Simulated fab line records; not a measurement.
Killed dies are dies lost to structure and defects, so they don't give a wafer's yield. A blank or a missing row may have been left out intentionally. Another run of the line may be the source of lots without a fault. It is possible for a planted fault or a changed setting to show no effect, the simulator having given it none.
Which tool did it? / flow nand_harc / 42 wafers from 14 lots sampled at 4 of the route's 1302 steps

## WHAT EACH GAUGE READ, for each wafer
NHARC_A_ONON_D2_THK_MEAS_11: measures by ellipsometry.
lot=L576; measured=day 11 23:54; on=film_metro-01; thk_nm (nm)=1000 1003 1003
lot=L578; measured=day 13 12:34; on=film_metro-02; thk_nm (nm)=385 385 383
lot=L579; measured=day 14 15:11; on=film_metro-01; thk_nm (nm)=378 381 380
lot=L581; measured=day 15 06:25; on=film_metro-01; thk_nm (nm)=996 998 995
lot=L588; measured=day 17 20:31; on=film_metro-01; thk_nm (nm)=997 996 994
lot=L589; measured=day 17 20:31; on=film_metro-02; thk_nm (nm)=1000 1000 999
lot=L590; measured=day 19 09:52; on=film_metro-01; thk_nm (nm)=994 995 992
lot=L592; measured=day 19 09:46; on=film_metro-02; thk_nm (nm)=1009 1006 1007
lot=L594; measured=day 19 21:56; on=film_metro-01; thk_nm (nm)=1010 1008 1009
lot=L596; measured=day 20 13:53; on=film_metro-01; thk_nm (nm)=997 997 997
lot=L595; measured=day 20 13:53; on=film_metro-02; thk_nm (nm)=990 991 991
lot=L597; measured=day 21 02:31; on=film_metro-01; thk_nm (nm)=987 987 987
lot=L598; measured=day 21 10:04; on=film_metro-01; thk_nm (nm)=1009 1007 1009
lot=L599; measured=day 22 13:29; on=film_metro-01; thk_nm (nm)=1017 1019 1019

NHARC_END_SORT_01.
lot=L578; measured=day 24 19:37; on=prober-02; killed_at_array=673 675 676; killed_at_other=0 0 0; killed_at_periphery=4 2 1; killed_dies=677 677 677; killed_open=1 1 2; killed_short=4 1 2
lot=L579; measured=day 26 10:49; on=prober-02; killed_at_array=675 673 673; killed_at_other=0 0 0; killed_at_periphery=2 4 4; killed_dies=677 677 677; killed_open=2 4 0; killed_short=1 1 6

## WHICH TOOL RAN EACH LOT (tool, then ch and the chambers of the sampled wafers, then the start)
lot=L576; NHARC_A_CHANNEL_FILL_D1_STRIP_29=rie_diel-10 ch 2,3, day 11 23:23 or earlier; NHARC_A_ONON_D2_DEP_09=pecvd_onon-01 ch 0, day 11 23:23
lot=L578; NHARC_A_CHANNEL_FILL_D1_STRIP_29=rie_diel-10 ch 0,1,3, day 13 12:04 or earlier; NHARC_A_ONON_D2_DEP_09=pecvd_onon-01 ch 0, day 13 12:04
lot=L579; NHARC_A_CHANNEL_FILL_D1_STRIP_29=rie_diel-10 ch 1,3, day 14 14:40 or earlier; NHARC_A_ONON_D2_DEP_09=pecvd_onon-01 ch 0, day 14 14:40
lot=L581; NHARC_A_CHANNEL_FILL_D1_STRIP_29=rie_diel-10 ch 0,3, day 15 06:01 or earlier; NHARC_A_ONON_D2_DEP_09=pecvd_onon-03 ch 0, day 15 06:01
lot=L588; NHARC_A_CHANNEL_FILL_D1_STRIP_29=rie_diel-10 ch 1,2,3, day 17 20:00 or earlier; NHARC_A_ONON_D2_DEP_09=pecvd_onon-03 ch 0, day 17 20:00
lot=L589; NHARC_A_CHANNEL_FILL_D1_STRIP_29=rie_diel-07 ch 2,3, day 17 20:00 or earlier; NHARC_A_ONON_D2_DEP_09=pecvd_onon-01 ch 0, day 17 20:00
lot=L590; NHARC_A_CHANNEL_FILL_D1_STRIP_29=rie_diel-07 ch 1,2, day 19 09:21 or earlier; NHARC_A_ONON_D2_DEP_09=pecvd_onon-03 ch 0, day 19 09:21
lot=L592; NHARC_A_CHANNEL_FILL_D1_STRIP_29=rie_diel-07 ch 1,2,3, day 19 09:16 or earlier; NHARC_A_ONON_D2_DEP_09=pecvd_onon-01 ch 0, day 19 09:16
lot=L594; NHARC_A_CHANNEL_FILL_D1_STRIP_29=rie_diel-11 ch 1,2, day 19 21:36 or earlier; NHARC_A_ONON_D2_DEP_09=pecvd_onon-02 ch 0, day 19 21:36
lot=L596; NHARC_A_CHANNEL_FILL_D1_STRIP_29=rie_diel-11 ch 1,3, day 20 13:23 or earlier; NHARC_A_ONON_D2_DEP_09=pecvd_onon-03 ch 0, day 20 13:23
lot=L595; NHARC_A_CHANNEL_FILL_D1_STRIP_29=rie_diel-07 ch 2,3, day 20 13:22 or earlier; NHARC_A_ONON_D2_DEP_09=pecvd_onon-02 ch 0, day 20 13:22
lot=L597; NHARC_A_CHANNEL_FILL_D1_STRIP_29=rie_diel-07 ch 1,2,3, day 21 02:01 or earlier; NHARC_A_ONON_D2_DEP_09=pecvd_onon-03 ch 0, day 21 02:01
lot=L598; NHARC_A_CHANNEL_FILL_D1_STRIP_29=rie_diel-11 ch 0,1,3, day 21 09:33 or earlier; NHARC_A_ONON_D2_DEP_09=pecvd_onon-03 ch 0, day 21 09:33
lot=L599; NHARC_A_CHANNEL_FILL_D1_STRIP_29=rie_diel-07 ch 0,2,3, day 22 12:58 or earlier; NHARC_A_ONON_D2_DEP_09=pecvd_onon-03 ch 0, day 22 12:58
- NHARC_A_CHANNEL_FILL_D1_STRIP_29: strips in O2, time 20 s.
- NHARC_A_ONON_D2_DEP_09: target thk 1000 nm.

## AS READ BY THE TOOLS THEMSELVES (means over the sampled wafers that have a number; for cases with no such wafer, the mark the record gives instead)
NHARC_A_CHANNEL_FILL_D1_STRIP_29.
lot=L576; tool=rie_diel-10; drypump_motor_current_A (A)=6.1; oes_product_au (a.u.)=0.992; rf_vpp_V (V)=57.9; showerhead_plenum_p_Torr (Torr)=3.60; throttle_valve_pct (%)=17.035
lot=L578; tool=rie_diel-10; drypump_motor_current_A (A)=5.8; oes_product_au (a.u.)=0.998; rf_vpp_V (V)=57.2; showerhead_plenum_p_Torr (Torr)=3.60; throttle_valve_pct (%)=17.036
lot=L579; tool=rie_diel-10; drypump_motor_current_A (A)=6.1; oes_product_au (a.u.)=0.993; rf_vpp_V (V)=57.1; showerhead_plenum_p_Torr (Torr)=3.62; throttle_valve_pct (%)=17.038
lot=L581; tool=rie_diel-10; drypump_motor_current_A (A)=6.1; oes_product_au (a.u.)=1.002; rf_vpp_V (V)=57.8; showerhead_plenum_p_Torr (Torr)=3.66; throttle_valve_pct (%)=17.029
lot=L588; tool=rie_diel-10; drypump_motor_current_A (A)=5.8; oes_product_au (a.u.)=1.000; rf_vpp_V (V)=58.0; showerhead_plenum_p_Torr (Torr)=3.53; throttle_valve_pct (%)=17.045
lot=L589; tool=rie_diel-07; drypump_motor_current_A (A)=5.5; oes_product_au (a.u.)=1.022; rf_vpp_V (V)=57.0; showerhead_plenum_p_Torr (Torr)=3.54; throttle_valve_pct (%)=17.036
lot=L590; tool=rie_diel-07; drypump_motor_current_A (A)=5.5; oes_product_au (a.u.)=0.988; rf_vpp_V (V)=57.7; showerhead_plenum_p_Torr (Torr)=3.51; throttle_valve_pct (%)=17.038
lot=L592; tool=rie_diel-07; drypump_motor_current_A (A)=5.5; oes_product_au (a.u.)=1.005; rf_vpp_V (V)=57.4; showerhead_plenum_p_Torr (Torr)=3.52; throttle_valve_pct (%)=17.037
lot=L594; tool=rie_diel-11; drypump_motor_current_A (A)=5.5; oes_product_au (a.u.)=0.998; rf_vpp_V (V)=58.5; showerhead_plenum_p_Torr (Torr)=3.57; throttle_valve_pct (%)=17.038
lot=L596; tool=rie_diel-11; drypump_motor_current_A (A)=5.3; oes_product_au (a.u.)=1.006; rf_vpp_V (V)=58.0; showerhead_plenum_p_Torr (Torr)=3.70; throttle_valve_pct (%)=17.035
lot=L595; tool=rie_diel-07; drypump_motor_current_A (A)=5.5; oes_product_au (a.u.)=1.021; rf_vpp_V (V)=57.5; showerhead_plenum_p_Torr (Torr)=3.54; throttle_valve_pct (%)=17.035
lot=L597; tool=rie_diel-07; drypump_motor_current_A (A)=5.5; oes_product_au (a.u.)=1.004; rf_vpp_V (V)=57.8; showerhead_plenum_p_Torr (Torr)=3.52; throttle_valve_pct (%)=17.038
lot=L598; tool=rie_diel-11; drypump_motor_current_A (A)=5.3; oes_product_au (a.u.)=0.990; rf_vpp_V (V)=58.7; showerhead_plenum_p_Torr (Torr)=3.64; throttle_valve_pct (%)=17.032
lot=L599; tool=rie_diel-07; drypump_motor_current_A (A)=5.7; oes_product_au (a.u.)=1.009; rf_vpp_V (V)=57.9; showerhead_plenum_p_Torr (Torr)=3.48; throttle_valve_pct (%)=17.043

## THE ANSWER, worked out from the rows above alone
Rule: the lots themselves supply what counts as usual. Put in order of their means at a reading, lots are off if they are a third of the lots or fewer, leave a main group of 4 or more, and stand apart from it by a gap of 3 or more times the standard deviation of the main group's means; of several such gaps the widest counts. If all means in a main group match to the digits the tables above print for the reading, that group is not used. Also off: a lot with no number at a reading for which 4 or more lots have one. The other lots that the step has rows for count as sound. First the gauges in route order, then the tools' own readings, where a lot's mean is used as printed above. The first step at which some lot is off is used, and at that step the reading that is off furthest; a lot without a number counts as furthest.
Off: L578, L579 (NHARC_A_ONON_D2_THK_MEAS_11, thk_nm). Mean 1000 nm and standard deviation 8.6 in the main group.
A tool fits if, at a process step before that reading, it ran every lot that is off, and no sound lot after the first of them. Gauges at NHARC_A_ONON_D2_THK_MEAS_11: tried the same way as those tools. NHARC_A_CHANNEL_FILL_D1_STRIP_29: start missing for some lots; hours and lot order therefore follow NHARC_A_ONON_D2_DEP_09. No candidate that was tried fits.

## WHAT THE SIMULATOR HAD PUT IN
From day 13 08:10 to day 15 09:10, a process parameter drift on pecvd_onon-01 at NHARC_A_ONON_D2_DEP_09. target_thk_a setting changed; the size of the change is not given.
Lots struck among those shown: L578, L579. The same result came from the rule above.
